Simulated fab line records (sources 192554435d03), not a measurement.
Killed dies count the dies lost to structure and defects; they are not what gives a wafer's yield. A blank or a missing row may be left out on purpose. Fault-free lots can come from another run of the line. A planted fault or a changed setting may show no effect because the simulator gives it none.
Matching of chambers :: flow n5 finfet :: 4 sister chambers for N5_BEOL_M6_CMP_52 on cmp-04
The step polishes, stops on SiCOH lowk, t overpolish 6.9 s, target thk 80 nm. 8 wafers are shown with their chamber, then 7 later ones without.

WAFERS WITH THEIR CHAMBER
wafer: L855.2
chamber: 3
motor current A (A): 5.9
barrier field endpoint s (s): 29.0

wafer: L853.3
chamber: 2
motor current A (A): 6.4
barrier field endpoint s (s): 29.0

wafer: L857.5
chamber: 0
motor current A (A): 7.4
barrier field endpoint s (s): 28.4

wafer: L858.2
chamber: 1
motor current A (A): 5.6
barrier field endpoint s (s): 28.1

wafer: L858.3
chamber: 2
motor current A (A): 6.2
barrier field endpoint s (s): 29.2

wafer: L858.5
chamber: 0
motor current A (A): 7.0
barrier field endpoint s (s): 29.1

wafer: L866.2
chamber: 1
motor current A (A): 6.1
barrier field endpoint s (s): 27.7

wafer: L866.3
chamber: 3
motor current A (A): 6.2
barrier field endpoint s (s): 29.1

WAFERS WHOSE CHAMBER IS MISSING
wafer: L866.4
motor current A (A): 6.7
barrier field endpoint s (s): 29.7

wafer: L870.1
motor current A (A): 7.2
barrier field endpoint s (s): 28.4

wafer: L870.5
motor current A (A): 7.3
barrier field endpoint s (s): 28.0

wafer: L870.6
motor current A (A): 5.7
barrier field endpoint s (s): 29.2

wafer: L873.1
motor current A (A): 7.2
barrier field endpoint s (s): 28.2

wafer: L873.2
motor current A (A): 6.0
barrier field endpoint s (s): 28.3

wafer: L873.3
motor current A (A): 5.4
barrier field endpoint s (s): 29.7

WHICH CHAMBER EACH WENT THROUGH
wafer: L866.4
from the rows above: can't be placed: 2 or 3 or 0
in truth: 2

wafer: L870.1
from the rows above: 0
in truth: 0

wafer: L870.5
from the rows above: 0
in truth: 0

wafer: L870.6
from the rows above: can't be placed: 3 or 2
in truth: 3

wafer: L873.1
from the rows above: 0
in truth: 0

wafer: L873.2
from the rows above: can't be placed: 1 or 3 or 2
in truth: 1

wafer: L873.3
from the rows above: can't be placed: 3 or 2
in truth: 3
Placed correctly: 3 of 7. From these rows, 4 cannot be placed; in 4 the true chamber is one of the candidates. 0 placed wrongly.
How it was worked out, from the rows above alone: a wafer's distance from a chamber is the root of the sum, over the readings, of the square of ((its reading less the chamber's mean) divided by the reading's scatter). The wafer belongs to the nearest chamber; if the next one is less than 2 further off, it can't be placed. For every chamber, the mean is computed from those of its wafers that are shown. How the scatter is found: for the shown wafers, subtract from each reading the mean of its chamber, square and add these, divide the total by (wafers less chambers), then take the root.
